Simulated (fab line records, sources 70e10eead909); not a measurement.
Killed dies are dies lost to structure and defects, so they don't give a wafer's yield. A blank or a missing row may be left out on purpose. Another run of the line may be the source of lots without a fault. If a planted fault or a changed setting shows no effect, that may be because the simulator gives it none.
Comparing a struck lot with a sound one    flow nand_harc    15 steps out of a route of 1302
Sound: the wafers L406.1, L406.2, L406.3. Wafers L398.2, L398.5, L398.6 were the ones struck. Last of all comes the cause.
Per side, at each step with rows, come the tool, then ch with its chambers, and then its first start. Under that, the readings that differ: sound wafers    struck wafers    difference of the means    sigmas: that difference in standard deviations of wafers without a fault.
alike: a reading whose means differ by less than 2 such deviations, as well as words and numbers matching on both sides. not compared: withheld readings; readings where some wafer has no value; bounds like >300 that might hide an equal value; numbers whose values overlap and for which the record gives no deviation.
A row with sigmas, a row that says differs or no value, or rows on one side alone: a step with any of these is where the two part. Numbers that have no deviation but don't overlap get no sigmas and don't part them. Lack of a reading on every wafer of one side parts them only where that side has two or more wafers.

first, 1 step without rows for these wafers: NHARC_A_CHANNEL_FILL_D1_SRD_12.
NHARC_A_CHANNEL_FILL_D1_INSPECT_13:
  sound on defect_inspect-01, day 19 02:34; struck on defect_inspect-01, day 15 05:53
  alike: raw_defect_count
NHARC_A_DECK1_JOINT_ETCHBACK_07: etches the open film in HBr, target depth 105 nm, time 26.9 s.
  sound on rie_si-02 ch 1,2,3, day 19 02:38; struck on rie_si-03 ch 1,2, day 15 05:59
reading                      sound        struck       difference  sigmas
drypump_motor_current_A (A)  6.1 5.6 5.8  5.1 5.0 5.1  -0.8        -2
  alike: bias_w, oes_product_au, throttle_valve_pct
  not compared: rf_hours_counter_h
then, 7 steps without rows for these wafers: NHARC_A_DECK1_JOINT_ETCH_25 (etches SiO2 in dHF, target depth 0.5 nm); NHARC_A_DECK1_JOINT_ETCH_19 (etches poly-Si in TMAH, target depth 3 nm); NHARC_A_DECK1_JOINT_ETCH_18 (etches SiO2 in dHF, target depth 3 nm); NHARC_A_DECK1_JOINT_WET_08 (chemistry H3PO4, time 86 s); NHARC_A_DECK1_JOINT_ETCH_09 (etches SiO2 in dHF, target depth 5 nm); NHARC_A_DECK1_JOINT_WET_10 (chemistry H3PO4, time 86 s); NHARC_A_DECK1_JOINT_ETCH_11 (etches SiO2 in dHF, target depth 35 nm).
NHARC_A_DECK1_JOINT_CVD_12: deposits poly-Si, target thk 90 nm, time 1800 s.
  struck on lpcvd_poly-04, day 15 13:16; sound on lpcvd_poly-01 ch 0, day 19 10:09
  no value came back on the struck wafers for pressure_mtorr (mTorr), run_length_s (s), time_s (s), tube_center_temp_C (C); on the sound wafers pressure_mtorr (mTorr) reads 199.8 200.0 200.2
NHARC_A_DECK1_JOINT_CMP_13: polishes, target thk 51.023 nm.
  sound on cmp-02 ch 0,1,2, day 19 12:59; struck on cmp-02 ch 0,1, day 15 16:10
reading                 sound        struck  difference                     sigmas
time_to_endpoint_s (s)  8.8 9.5 8.5  - - -   no value on the struck wafers  
  alike: motor_current_A
NHARC_A_DECK1_JOINT_THK_MEAS_14: measures by ellipsometry.
  sound on film_metro-01, day 19 13:14; struck on film_metro-02, day 15 16:23
reading      sound           struck       difference  sigmas
thk_nm (nm)  51.8 51.0 52.7  1.6 0.8 1.0  -50.7       -34
next, for these wafers, 1 step has no rows: NHARC_A_DECK1_JOINT_SRD_04.
-- the record jumps here: 14 days lie between the struck wafers' starts before and after (it left off in module A_DECK1_JOINT and takes up again in module END, whose first step shown is number 1302 of the route) --
NHARC_END_SORT_01:
  only the struck wafers appear in the record here, on prober-02 ch 0 at day 29 13:06; the sound ones have no rows

## WHERE THEY PART
Last at NHARC_END_SORT_01 as far as this record goes, first at NHARC_A_DECK1_JOINT_ETCHBACK_07.

WHY: whatever the simulator had introduced
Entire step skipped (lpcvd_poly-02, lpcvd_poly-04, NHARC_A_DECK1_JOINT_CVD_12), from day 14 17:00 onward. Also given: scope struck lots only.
